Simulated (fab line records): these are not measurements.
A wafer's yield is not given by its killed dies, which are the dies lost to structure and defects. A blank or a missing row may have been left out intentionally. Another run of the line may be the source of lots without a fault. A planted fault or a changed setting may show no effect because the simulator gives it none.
fab line records -- flow n5Finfet
record lots=5, wafers=12, lastDay=19
route steps=1938 shown MOL_CONTACT_COAG@542 PASSIVATION@1936
lots untouched by any fault: they come from a run of this same line in which no faults occurred
startH: hours from the record's opening day to when the first of the lot's shown wafers began -- waitH: hours since the lot's step before -- " the same as in the row above -- L1.1+2: a row that stands for several wafers -- - value missing, or start not given -- * or withheld: withheld -- < > ~ a bound
route shown NAME@n: a module of which the file shows steps, and the number in the route of the first -- usual: mean and standard deviation over wafers with no fault -- same: alike in all rows -- chamber/n: place in a boat -- sites: readings site by site -- _std_site: standard deviation of those values -- _edge_site: outer sites' mean less inner sites' -- radiusMm: for every site, how far away it sits from the centre of the wafer -- mask NAME#n: copy n -- behind: the last tool/chamber to shape the wafer -- hold: cause of the lot's hold/its duration in hours/its outcome -- device: the transistor (n, p or np) that didn't switch -- end of line: tests run on the same wafers once the route is complete -- for a step that has no rows: nothing shown but its recipe -- killed: the dies lost at the first sort to structure and to defects; this is not the yield of the wafer -- map: shows each die of a wafer: x if killed, . if not, _ if none is there
set.NAME: the setting the step ran with; set.NAME@STEP: the setting that earlier step ran with -- model.NAME: the simulator's own value behind a step, which no gauge read
certain route steps with their lots: each step a table, each wafer a row
services: from which hour (startH, from the record's first day; less than 0 if before it) a tool's chamber was out of use, for how many hours, and why
## steps
# step N5_MOL_CONTACT_COAG_PRECLEAN_111
# recipe chemistry=NF3:NH3, afsCycles=1, tempC=30, timeS=20, sublimationTempC=180, sublimationTimeS=60, pressureTorr=3, rfPowerW=30
# step N5_MOL_CONTACT_COAG_TI_SIL_19
# recipe material=Ti, targetThkA=42, tempC=200, chamberPressurePa=5, powerW=5000, timeS=15
# step N5_MOL_CONTACT_COAG_ALD_20
# recipe material=TiN, targetThkA=15, tempC=400, aldPrecursorFamily=TiCl4, aldCoReactant=NH3, pulseTimeS=1, purgeTimeS=3, coReactantPurgeTimeS=2, coReactantPulseTimeS=2, aldCycles=68, pressureTorr=3
# step N5_MOL_CONTACT_COAG_SIL_ANNEAL_21
# recipe tempC=550, timeS=60, ambient=N2
# step N5_MOL_CONTACT_COAG_PRE_CLEAN_141
# recipe gas=H2/He, timeS=60, tempC=300
# step N5_MOL_CONTACT_COAG_SPUTTER_143
# recipe material=Co, targetThkA=25, tempC=25, chamberPressurePa=0.2
# step N5_MOL_CONTACT_COAG_CO_FILL_22
# recipe material=Co, targetThkA=200, tempC=200, precursor=CCTBA/H2, pressureTorr=30
# step N5_MOL_CONTACT_COAG_ANNEAL_113
# recipe tempC=400, timeS=300, ambient=H2/N2
# step N5_MOL_CONTACT_COAG_PRE_CLEAN_142
# recipe gas=H2/He, timeS=60, tempC=300
# step N5_MOL_CONTACT_COAG_SPUTTER_130
# recipe material=Co, targetThkA=475, tempC=25, chamberPressurePa=0.5, powerW=3000
# step N5_MOL_CONTACT_COAG_PRECLEAN_125
# recipe chemistry=DIW, timeS=57.5, tempC=23
# step N5_MOL_CONTACT_COAG_SRD_126
# recipe dryTimeS=32, dry=n2Spin, spinRpm=1500
# step N5_MOL_CONTACT_COAG_CMP_23
# recipe stopOn=SiO2, tOverpolishS=1.5, postCmpClean=cuAlkaline, downForcePsi=2, platenRpm=50.289, padVelocityMS=1.0006, targetThkNm=0
# usual motorCurrentA=7.6/0.91, overpolishRunS=1.499/0.0096, timeToEndpointS=9.4/2.7
lot.wafer,tool,chamber,startH,waitH,motorCurrentA,overpolishRunS,timeToEndpointS,model.SiNx_of_GATE_CUT_SAC_CAP_01.thkNm
L753.4,cmp-03,1,104.36,0.1,8.0,1.498,9.4,18.4
L753.1,cmp-03,2,104.36,0.1,7.9,1.501,7.0,18.2
L753.6,cmp-03,3,104.36,0.1,7.2,1.494,9.7,18.4
L760.5,cmp-03,3,149.29,0.2,7.3,1.507,21.0,19.4
L760.6,cmp-03,0,149.29,0.2,7.6,1.499,18.9,19.4
L762.1,cmp-03,0,156.48,0.1,7.8,1.516,12.5,18.2
L762.5,cmp-03,0,156.48,0.1,7.4,1.505,19.5,19.2
L765.5,cmp-03,3,173.01,0.2,6.6,1.489,22.4,19.2
L765.6,cmp-03,0,173.01,0.2,7.9,1.496,24.4,19.4
L775.1,cmp-02,0,231.14,0.1,7.9,1.523,10.5,18.2
L775.3,cmp-02,2,231.14,0.1,6.0,1.499,8.8,18.2
L775.5,cmp-02,3,231.14,0.1,8.9,1.494,7.1,18.4
# step N5_MOL_CONTACT_COAG_WET_ETCH_26
# recipe target=Co, targetDepthNm=13
# step N5_MOL_CONTACT_COAG_WET_ETCH_116
# recipe chemistry=SC1-inhibited, targetDepthNm=4.6, dry=ipaMarangoni, rinseTimeS=30, rinseTempC=23
# step N5_MOL_CONTACT_COAG_ALD_27
# recipe material=SiOC, targetThkA=170, tempC=400, aldPrecursorFamily=carbosiloxane, aldCoReactant=H2-plasma, pulseTimeS=1.5, timeS=2720, purgeTimeS=2, coReactantPurgeTimeS=2, aldCycles=340, pressureTorr=2
# step N5_MOL_CONTACT_COAG_CMP_28
# recipe stopOn=SiNx, tOverpolishS=0.85, postCmpClean=alkalineBrush, downForcePsi=4.15, platenRpm=51.8, padVelocityMS=1.0307, targetThkNm=14.522
# usual motorCurrentA=11.6/1.4
lot.wafer,tool,chamber,startH,waitH,motorCurrentA,model.SiNx_of_GATE_CUT_SAC_CAP_01.thkNm
L753.1,cmp-02,2,106.75,0.9,8.8,18
L753.4,cmp-02,3,106.75,0.9,14.2,18
L753.6,cmp-02,0,106.75,0.9,12.0,18
L760.5,cmp-02,0,151.68,0.2,12.0,19
L760.6,cmp-02,1,151.68,0.2,10.7,19
L762.1,cmp-03,3,158.84,0.8,10.4,18
L762.5,cmp-03,3,158.84,0.8,11.2,19
L765.6,cmp-03,2,175.44,0.2,11.8,19
L765.5,cmp-03,3,175.44,0.2,10.6,18.8
L775.1,cmp-03,0,233.56,0.9,11.9,17.8
L775.3,cmp-03,1,233.56,0.9,12.5,17.8
L775.5,cmp-03,3,233.56,0.9,11.1,18
# step N5_MOL_CONTACT_COAG_THK_MEAS_29
# recipe reads=SiNx_of_GATE_CUT_PECVD_57+SiNx_of_GATE_CUT_SAC_CAP_01
# usual MD_CAP_THK=17.93/0.077
lot.wafer,tool,chamber,startH,waitH,MD_CAP_THK[nm]
L753.1,filmMetro-02,-,106.97,-,17.96
L753.4,filmMetro-02,-,106.97,-,17.98
L753.6,filmMetro-02,-,106.97,-,17.96
L760.5,filmMetro-02,-,151.83,-,18.96
L760.6,filmMetro-02,-,151.83,-,18.93
L762.1,filmMetro-01,-,159.14,-,17.92
L762.5,filmMetro-01,-,159.14,-,18.97
L765.5,filmMetro-01,-,175.59,-,18.87
L765.6,filmMetro-01,-,175.59,-,19.04
L775.1,filmMetro-02,-,233.78,-,17.95
L775.3,filmMetro-02,-,233.78,-,17.91
L775.5,filmMetro-02,-,233.78,-,18.01
# step N5_MOL_CONTACT_COAG_ALD_123
# recipe material=SiNx, targetThkA=50, tempC=400, aldPrecursorFamily=SiH2I2, aldCoReactant=N2/H2-plasma, pulseTimeS=1, purgeTimeS=2, coReactantPurgeTimeS=2, aldCycles=100, pressureTorr=2
# step N5_MOL_CONTACT_COAG_PECVD_31
# recipe material=SiO2, targetThkA=460, tempC=400, precursor=TEOS/O2, pressureTorr=6.5, rfW=withheld, teosFlowSccm=withheld, gas=O2, flowSccm=2650, timeS=8.9
# step N5_MOL_CONTACT_COAG_COAT_75
# recipe resist=SOC, tempC=250, timeS=60, spinRpm=1500, resistThkNm=60
# step N5_MOL_CONTACT_COAG_COAT_76
# recipe resist=SiARC, tempC=220, timeS=60, spinRpm=1500, resistThkNm=10
# step N5_MOL_CONTACT_COAG_COAT_77
# recipe resist=underlayer, tempC=205, timeS=60, spinRpm=1500, resistThkNm=10
# step N5_MOL_CONTACT_COAG_COAT_78
# recipe resist=CAR-EUV, spinRpm=1500, resistThkNm=40
# step N5_MOL_CONTACT_COAG_EBR_80
# recipe solvent=PGMEA, ebrWidthMm=1.5
# step N5_MOL_CONTACT_COAG_SOFTBAKE_79
# recipe tempC=110, timeS=60, resist=CAR-EUV
# step N5_MOL_CONTACT_COAG_EXPOSE_81
# recipe maskId=VG, na=0.33, sourceShape=annular, sigmaInner=0.3, sigmaOuter=0.7, polarization=unpolarized, defocusNm=0, doseMj=59.5
# step N5_MOL_CONTACT_COAG_PEB_82
# recipe pebTempC=100, pebTimeS=60, resist=CAR-EUV
# step N5_MOL_CONTACT_COAG_DEVELOP_83
# recipe developTimeS=30, developer=TMAH, resist=CAR-EUV, rinseLiquid=surfactantRinse, dry=airSpin, devTempC=23
# step N5_MOL_CONTACT_COAG_DESCUM_88
# recipe chemistry=O2, timeS=7, sourcePowerW=50, biasPowerW=20, pressureMtorr=20, rfFrequencyHz=2.712e+07, tempC=40, resist=CAR-EUV, o2FlowSccm=225
# step N5_MOL_CONTACT_COAG_ETCH_89
# recipe chemistry=N2/H2, target=underlayer, targetDepthA=130, maskMaterial=CAR-EUV, timeS=10.4, ionEnergyEv=200, pressureMtorr=30, sourceW=840, biasW=150, n2FlowSccm=200, h2FlowSccm=200, ends=cleared
# step N5_MOL_CONTACT_COAG_ETCH_90
# recipe chemistry=CF4, target=SiARC, targetDepthA=130, maskMaterial=CAR-EUV, timeS=21.7, ionEnergyEv=80, pressureMtorr=40, sourceW=545, biasW=36, Ar_flow_sccm=100, cf4FlowSccm=100, ends=cleared
# step N5_MOL_CONTACT_COAG_ALD_131
# recipe material=SiO2, targetThkA=50, tempC=100, aldPrecursorFamily=BDEAS, aldCoReactant=O2-plasma, pulseTimeS=1, coReactantPulseTimeS=1, purgeTimeS=2, coReactantPurgeTimeS=2, aldCycles=35, pressureTorr=2
# step N5_MOL_CONTACT_COAG_ETCHBACK_132
# recipe chemistry=CHF3, target=SiO2, targetDepthA=100, timeS=6.7, ionEnergyEv=200, pressureMtorr=30, sourceW=610, biasW=170, Ar_flow_sccm=200, CHF3_flow_sccm=50
# step N5_MOL_CONTACT_COAG_ETCH_91
# recipe chemistry=N2/H2, target=SOC, targetDepthA=600, overetchA=210, maskMaterial=SiARC, tempC=40, timeS=101.2, ionEnergyEv=200, pressureMtorr=30, sourceW=840, biasW=150, n2FlowSccm=200, h2FlowSccm=200
# step N5_MOL_CONTACT_COAG_STRIP_92
# recipe chemistry=N2/H2, tempC=40, n2FlowSccm=200, h2FlowSccm=200, rfFrequencyHz=6e+07
# step N5_MOL_CONTACT_COAG_STRIP_93
# recipe chemistry=N2/H2, tempC=40, n2FlowSccm=200, h2FlowSccm=200, rfFrequencyHz=6e+07
# step N5_MOL_CONTACT_COAG_ETCH_47
# recipe chemistry=CH3F/O2, target=SiNx, targetDepthA=270, maskMaterial=SiO2, stopOn=W, overEtchFrac=0.2, ionEnergyEv=120, endpoint=OES-CN, pressureMtorr=30, sourceW=395, biasW=73, Ar_flow_sccm=150, CH3F_flow_sccm=30, O2_flow_sccm=20, ends=endPoint
# usual O2_flow_sccm=20.00/0.063, drypumpMotorCurrentA=5.49/0.26, etchRfOnTimeS=31.3/0.65, oesProductAu=0.68/0.08, rfVppV=294/3.8, showerheadPlenumPTorr=1.97/0.057, throttleValvePct=16.27/0.18
lot.wafer,tool,chamber,startH,waitH,O2_flow_sccm,drypumpMotorCurrentA,etchRfOnTimeS,oesProductAu,rfHoursCounterH,rfVppV,showerheadPlenumPTorr,throttleValvePct,model.etch.tClearS,model.etch.depthNm,model.MOL_CONTACT_COAG.featureDepthNm
L753.1,rieDiel-01,2,109.15,0.0,20.03,5.76,31.7,0.66,176,294,1.91,16.45,26.43,17.91,18.4
L753.4,rieDiel-01,1,109.15,0.0,19.93,5.64,31.8,0.63,193,302,1.90,16.28,26.53,17.99,18.6
L753.6,rieDiel-01,3,109.15,0.0,20.02,5.26,30.8,0.85,-,290,1.95,16.02,25.67,17.99,18.6
L760.5,rieDiel-04,2,154.18,0.0,19.95,5.39,33.4,0.61,-,295,1.97,16.28,27.87,18.95,19.6
L760.6,rieDiel-04,3,154.18,0.0,19.98,5.21,32.8,0.67,-,297,1.98,16.24,27.32,18.96,19.6
L762.1,rieDiel-01,2,161.23,0.0,20.05,5.78,31.7,0.65,195,294,1.90,16.48,26.44,17.92,18.6
L762.5,rieDiel-01,2,161.23,0.0,20.07,5.78,33.4,0.66,-,294,1.90,16.47,27.85,18.92,19.6
L765.5,rieDiel-03,2,177.85,0.0,19.92,4.92,32.0,0.82,-,292,2.14,16.33,26.65,18.89,19.4
L765.6,rieDiel-03,1,177.85,0.0,19.90,5.85,33.3,0.60,-,293,2.07,16.67,27.75,19.04,19.6
L775.1,rieDiel-01,0,235.90,0.0,19.98,5.34,32.5,0.62,227,295,2.05,16.40,27.07,17.89,18.4
L775.3,rieDiel-01,1,235.90,0.0,20.00,5.63,31.5,0.60,244,300,1.88,16.38,26.22,17.86,18.4
L775.5,rieDiel-01,3,235.90,0.0,20.01,5.25,31.0,0.76,-,289,1.93,16.13,25.78,18.04,18.6
# step N5_PASSIVATION_PROBE_49
# usual killed_at_M0_to_M3=33/11, killed_at_M4_up=15/6.2, killedAtContacts=13/6.5, killedAtFrontEnd=38/11, killedAtOther=3.4/2.6, killedDies=102/17, killedOpen=67/12, killedShort=34/7.9
# same grossDies=1180, killedAtBackSide=0
lot.wafer,tool,chamber,startH,waitH,killed_at_M0_to_M3,killed_at_M4_up,killedAtContacts,killedAtFrontEnd,killedAtOther,killedDies,killedOpen,killedShort
L753.1,prober-02,-,297.59,0.0,26,7,34,34,7,108,72,36
L753.4,prober-02,-,297.74,0.2,36,8,13,57,4,118,79,39
L753.6,prober-02,-,297.84,0.3,38,15,8,48,0,109,75,29
L760.5,prober-02,-,340.57,0.2,38,14,12,31,6,101,59,38
L760.6,prober-02,-,340.62,0.3,50,18,10,32,5,115,82,29
L762.1,prober-02,-,351.36,0.0,45,20,16,34,1,116,79,37
# killed by level:class
L753.1 MOL_CONTACT_COAG:geometricParticle:open=26 MOL_CONTACT_COAG:geometricParticle:short=8 BEOL_M3:geometricParticle:open=8 FIN_SAQP:geometricParticle:short=6 ILD0:geometricParticle:short=6 BEOL_M0_SAQP:geometricParticle:short=5 BEOL_M0_SAQP:geometricParticle:open=5 DUMMY_GATE:geometricParticle:open=4
L753.4 STI_FIN_REVEAL:geometricParticle:open=13 BEOL_M1:geometricParticle:open=12 MOL_CONTACT_COAG:geometricParticle:open=11 FIN_SAQP:geometricParticle:short=10 FIN_SAQP:geometricParticle:open=9 BEOL_M3:geometricParticle:open=9 GATE_CUT:geometricParticle:short=8 BEOL_M0:geometricParticle:open=5
L753.6 STI_FIN_REVEAL:geometricParticle:open=10 FIN_SAQP:geometricParticle:open=9 BEOL_M3:geometricParticle:open=9 FIN_SAQP:geometricParticle:short=8 MOL_CONTACT_COAG:geometricParticle:open=7 BEOL_M4:geometricParticle:open=7 BEOL_M0:geometricParticle:open=5 BEOL_M0_SAQP:geometricParticle:open=5
L760.5 BEOL_M0_SAQP:geometricParticle:open=13 FIN_SAQP:geometricParticle:short=12 BEOL_M0_SAQP:geometricParticle:short=12 MOL_CONTACT_COAG:geometricParticle:open=11 BEOL_M4:geometricParticle:open=8 FIN_SAQP:geometricParticle:open=6 BEOL_M1:geometricParticle:open=4 BEOL_M3:geometricParticle:open=4
L760.6 BEOL_M3:geometricParticle:open=16 FIN_SAQP:geometricParticle:open=14 BEOL_M0_SAQP:geometricParticle:short=9 MOL_CONTACT_COAG:geometricParticle:open=9 BEOL_M0_SAQP:geometricParticle:open=8 BEOL_M4:geometricParticle:open=7 STI_FIN_REVEAL:geometricParticle:open=6 BEOL_M0:geometricParticle:open=6
L762.1 MOL_CONTACT_COAG:geometricParticle:open=16 BEOL_M0_SAQP:geometricParticle:short=14 BEOL_M4:geometricParticle:open=12 BEOL_M0_SAQP:geometricParticle:open=11 BEOL_M3:geometricParticle:open=8 FIN_SAQP:geometricParticle:open=6 STI_FIN_REVEAL:geometricParticle:open=6 ILD0:geometricParticle:short=6
## services
tool,chamber,startH,hours,kind
cmp-02,-,84.45,4.4,repair
rieDiel-01,3,84.55,-,clean
rieDiel-01,3,84.55,-,consumableReplace:focusRing
rieDiel-01,3,84.55,14.8,scheduledDown
rieDiel-01,3,84.55,14.8,ventCycle
cmp-03,-,93.65,5.6,pm
rieDiel-01,1,97.91,3.7,repair
rieDiel-03,2,100.81,-,clean
rieDiel-03,2,100.81,-,consumableReplace:focusRing
rieDiel-03,2,100.81,-,consumableReplace:showerhead
rieDiel-03,2,100.81,25.0,scheduledDown
rieDiel-03,2,100.81,25.0,ventCycle
rieDiel-03,0,125.80,-,clean
rieDiel-03,0,125.80,-,consumableReplace:focusRing
rieDiel-03,0,125.80,22.3,scheduledDown
rieDiel-03,0,125.80,22.3,ventCycle
rieDiel-01,0,130.07,9.3,repair
rieDiel-01,-,130.59,0.9,repair
rieDiel-03,-,149.57,2.8,pm
rieDiel-04,0,165.31,3.0,repair
rieDiel-04,2,183.03,-,clean
rieDiel-04,2,183.03,-,consumableReplace:focusRing
rieDiel-04,1,232.60,8.5,repair
cmp-03,-,235.46,3.2,repair
## key
firstSign step=N5_MOL_CONTACT_COAG_CMP_23, reading=timeToEndpointS, direction=up, sigmas=4.4, usual=*, struck=*
effect step=N5_MOL_CONTACT_COAG_THK_MEAS_29, reading=MD_CAP_THK, direction=up, sigmas=13, usual=17.93, struck=18.95
effect step=N5_MOL_CONTACT_COAG_ETCH_47, reading=etchRfOnTimeS, direction=up, sigmas=2.5, usual=*, struck=*
modelEffect step=N5_MOL_CONTACT_COAG_CMP_23, value=SiNx_of_GATE_CUT_SAC_CAP_01.thkNm, without=18.24, struck=19.32
modelEffect step=N5_MOL_CONTACT_COAG_CMP_28, value=SiNx_of_GATE_CUT_SAC_CAP_01.thkNm, without=17.96, struck=18.96
modelEffect step=N5_MOL_CONTACT_COAG_ETCH_47, value=etch.tClearS, without=26.02, struck=27.49
metAt N5_MOL_CONTACT_COAG_CMP_23
struckWafers L760.5,L760.6,L762.5,L765.5,L765.6
testerLeftOut L760,L762,L765
onsetBetween 104.36 149.29
fault kind=processParameterDrift, tool=cmp-03, chamber=-, onsetH=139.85, steps=N5_MOL_CONTACT_COAG_CMP_23, channel=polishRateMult, offset=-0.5, shape=step, endH=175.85, scope=struckWafersOnly
# testerLeftOut: of these lots the tester's yield and bins aren't shown, on N5 and GAA mostly nor the transistor test; their killed dies are dies lost to structure and defects alone, not to doping, threshold or leakage, so they don't give the yield
